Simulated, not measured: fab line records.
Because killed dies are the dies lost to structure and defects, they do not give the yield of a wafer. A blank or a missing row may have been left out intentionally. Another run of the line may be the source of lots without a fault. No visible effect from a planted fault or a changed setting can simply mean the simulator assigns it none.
Chamber matching -- flow nandHarc -- rieDiel-04 running NHARC_A_STAIRCASE_ETCH_169: 4 sister chambers
The step etches the open film in CH3F/O2, target depth 50 nm, time 107.1 s. 16 wafers are shown with their chamber, then 8 later ones without.

== WAFERS WITH THEIR CHAMBER ==
wafer,chamber,showerheadPlenumPTorr (Torr),drypumpMotorCurrentA (A),rfVppV (V)
L607.2,1,2.32,5.8,242.4
L607.3,2,2.46,6.0,245.5
L607.5,1,2.32,5.9,242.2
L614.2,2,2.45,5.9,244.4
L614.4,2,2.45,6.0,244.5
L614.5,0,2.55,6.3,243.7
L615.3,3,2.50,5.9,244.5
L615.5,3,2.50,5.9,246.0
L615.6,0,2.55,6.3,245.5
L613.2,1,2.31,5.8,242.8
L613.3,2,2.45,5.9,244.5
L613.4,0,2.55,6.3,245.3
L619.1,1,2.31,5.8,241.1
L619.2,3,2.50,5.9,244.4
L619.4,0,2.54,6.3,245.9
L625.1,2,2.44,5.9,245.2

SIGNATURES (means of the wafers above)
reading,chamber 0,chamber 1,chamber 2,chamber 3,scatter within a chamber
showerheadPlenumPTorr,2.5475,2.3150,2.4500,2.5000,0.00559
drypumpMotorCurrentA,6.300,5.825,5.940,5.900,0.0403
rfVppV,245.100,242.125,244.820,244.967,0.763
Rule: a wafer lies at a distance from a chamber equal to the root of the sum of squares, over the readings, of (its reading less the chamber's mean, divided by the reading's scatter). The wafer belongs to the nearest chamber; if the next one is less than 2 further off, it can't be placed. The scatter: the root of (the sum of the squares of (reading less its chamber's mean) over the shown wafers, divided by (wafers less chambers)).

== WAFERS WITH NO CHAMBER GIVEN ==
wafer,showerheadPlenumPTorr (Torr),drypumpMotorCurrentA (A),rfVppV (V)
L625.2,2.50,5.9,244.8
L625.5,2.30,5.9,240.4
L627.2,2.44,5.9,244.5
L627.3,2.54,6.3,245.1
L627.4,2.49,5.9,244.9
L629.1,2.49,5.9,245.0
L629.3,2.30,5.9,241.7
L629.4,2.44,5.9,243.8

== CHAMBER TAKEN BY EACH ==
wafer,from the rows above,in truth
L625.2,3,3
L625.5,1,1
L627.2,2,2
L627.3,0,0
L627.4,3,3
L629.1,3,3
L629.3,1,1
L629.4,2,2
Correct placement for 8 of the 8. Can't be placed from these rows: 0. Placed wrongly: 0.
